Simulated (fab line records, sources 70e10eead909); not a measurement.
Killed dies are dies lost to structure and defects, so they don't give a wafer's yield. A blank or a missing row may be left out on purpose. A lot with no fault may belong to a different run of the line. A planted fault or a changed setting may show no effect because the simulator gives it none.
Chamber matching    flow nand harc    4 sister chambers for NHARC_A_WL_FILL_CMP_12 on cmp-01
The step polishes, t overpolish 30 s, target thk 75 nm. 8 wafers are shown with their chamber, then 7 later ones without.

WAFERS WITH THEIR CHAMBER
wafer   chamber  time to endpoint s (s)  edge zone pressure frac
L081.2  3        11.7                    1.010
L084.1  2        17.4                    1.000
L084.6  2        15.9                    1.003
L089.1  1        13.6                    0.994
L089.2  0        14.4                    0.996
L089.3  3        14.0                    1.002
L096.2  1        13.7                    0.997
L096.3  0        12.6                    1.003

WAFERS WITH NO CHAMBER GIVEN
wafer   time to endpoint s (s)  edge zone pressure frac
L096.6  13.4                    1.006
L097.1  14.6                    1.004
L097.2  11.9                    1.003
L097.4  14.6                    1.002
L095.1  14.1                    1.006
L095.2  12.1                    1.010
L095.5  10.6                    1.001

EACH ONE'S CHAMBER
wafer   from the rows above                in truth
L096.6  can't be placed: 3 or 0            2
L097.1  can't be placed: 0 or 3 or 2 or 1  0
L097.2  can't be placed: 3 or 0 or 1       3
L097.4  can't be placed: 0 or 2 or 3 or 1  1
L095.1  can't be placed: 3 or 0 or 2 or 1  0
L095.2  can't be placed: 3 or 0            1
L095.5  can't be placed: 3 or 0 or 1       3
Correctly placed: 0 of 7. Unplaceable from these rows: 7, with the true chamber sitting among the candidates in 5. Placed wrongly: 0.
How it was worked out, from the rows above alone: a wafer's distance from a chamber is the root of the sum, over the readings, of the square of ((its reading less the chamber's mean) divided by the reading's scatter). The wafer belongs to the nearest chamber; if the next one is less than 2 further off, it can't be placed. A chamber's mean is the mean of its shown wafers. The scatter: take each reading less its chamber's mean, square it, sum over the shown wafers, divide by the number of wafers less the number of chambers, and take the root.
